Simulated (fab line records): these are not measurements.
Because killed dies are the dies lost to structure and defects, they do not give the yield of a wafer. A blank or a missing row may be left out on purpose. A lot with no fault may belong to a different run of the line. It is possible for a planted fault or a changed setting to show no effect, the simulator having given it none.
A lot that was struck, set against a sound lot || flow n5Finfet || 19 steps out of a route of 1938
Sound: the wafers L217.1, L217.2, L217.3. Wafers struck: L215.1, L215.4, L215.5. The cause is named last.
At each step with rows: each side's tool, then ch and its chambers, then its first start. Under that, the readings that differ: sound wafers || struck wafers || difference of the means || sigmas: that difference in standard deviations of wafers without a fault.
alike: a reading whose means differ by less than 2 such deviations, as well as words and numbers matching on both sides. not compared: withheld readings; readings where some wafer has no value; bounds like >300 that might hide an equal value; numbers whose values overlap and for which the record gives no deviation.
The two part at a step that has a row with sigmas, a row that says differs or no value, or rows on one side only. When numbers do not overlap yet have no deviation, they are printed without sigmas and do not part them. A reading that every wafer of one side lacks parts them only if that side has two wafers or more.

N5_BEOL_M10_STRIP_77: strips in N2/H2, time 10 s.
  sound on rieDiel-05 ch 1,2,3; struck on rieDiel-05 ch 0,1,3
  alike: drypumpMotorCurrentA, h2FlowSccm, oesProductAu, rfVppV, showerheadPlenumPTorr, throttleValvePct
  not compared: rfHoursCounterH
N5_BEOL_M10_OCD_MEAS_38:
  sound on ocd-02 at day 13 05:12; struck on ocd-01 at day 13 00:37
  alike: trenchDepthNm
then, 4 steps without rows for these wafers: N5_BEOL_M10_HM_STRIP_39 (strips TiN in peroxide tin strip, target depth 25 nm, time 158 s); N5_BEOL_M10_SRD_40 (time 30 s); N5_BEOL_M10_PRECLEAN_42 (cleans in residue remover, time 60 s); N5_BEOL_M10_SRD_43 (time 30 s).
N5_BEOL_M10_CD_MEAS_35: the cd target is 70 nm.
  sound on cdSem-01 at day 13 05:22; struck on cdSem-03 at day 13 00:46
  alike: cdNm
N5_BEOL_M10_CURE_72: cures SiCOH lowk, time 120 s.
  sound on uvCure-01 ch 0, day 13 05:24; struck on uvCure-01 ch 0, day 13 00:49
  alike: lampPowerPct, wafer_temp_C_max
then, 2 steps without rows for these wafers: N5_BEOL_M10_DEGAS_44 (time 60 s); N5_BEOL_M10_PRE_CLEAN_45 (time 30 s).
N5_BEOL_M10_ALD_74: deposits TaN, target thk 2 nm, pulse time 2 s, purge time 3 s.
  sound on aldMetal-01 ch 1,2,3, day 13 06:09; struck on aldMetal-04 ch 0,1,3, day 13 02:45
  alike: heaterPowerW, precursorVesselPressureTorr
N5_BEOL_M10_SURFACE_TREAT_76:
  sound on pvdSputter-03 at day 13 06:28; struck on pvdSputter-02 at day 13 03:04
  not compared: throttleValvePct
N5_BEOL_M10_CVD_75: deposits Co from CCTBA/H2, target thk 2 nm, time 138.9 s.
  sound on cvdCo-02 ch 0,1,2, day 13 06:36; struck on cvdCo-02 ch 0,2, day 13 03:24
then, 2 steps without rows for these wafers: N5_BEOL_M10_SPUTTER_48 (material Cu, target thk 12 nm, time 2 s); N5_BEOL_M10_ECD_50 (material Cu, target thk 318 nm).
N5_BEOL_M10_ANNEAL_51: time 90 s.
  sound on rtpAnneal-01 ch 0, day 13 07:10; struck on rtpAnneal-02 ch 0, day 13 03:47
{"reading": "wafer_temp_C_max", "sound": "226.03 226.44 226.72", "struck": "225.88 225.79 225.37", "difference": -0.72, "sigmas": -3}
N5_BEOL_M10_CMP_52: polishes, stops on SiCOH lowk, t overpolish 7 s, target thk 140 nm.
  sound on cmp-02 ch 0,1,2, day 13 07:28; struck on cmp-02 ch 0,3, day 13 04:05
{"reading": "barrierFieldEndpointS (s)", "sound": "27.8 28.0 28.7", "struck": "31.5 31.3 31.9", "difference": "+3.4", "sigmas": "+5"}
  alike: clearingPlatenRpm, edgeZonePressureFrac, motorCurrentA, overpolishRunS, timeToEndpointS
N5_BEOL_M10_THK_MEAS_53: measures by xrf.
  sound on filmMetro-02 at day 13 07:46; struck on filmMetro-02 at day 13 04:23
  alike: M10_THK
N5_PASSIVATION_PROBE_49:
  rows exist in the record for the struck wafers here (prober-02, day 15 02:34), but not for the sound ones

## WHERE THEY PART
At N5_BEOL_M10_ANNEAL_51 first; at N5_PASSIVATION_PROBE_49 last (within this record only).

WHY: the cause the simulator had injected
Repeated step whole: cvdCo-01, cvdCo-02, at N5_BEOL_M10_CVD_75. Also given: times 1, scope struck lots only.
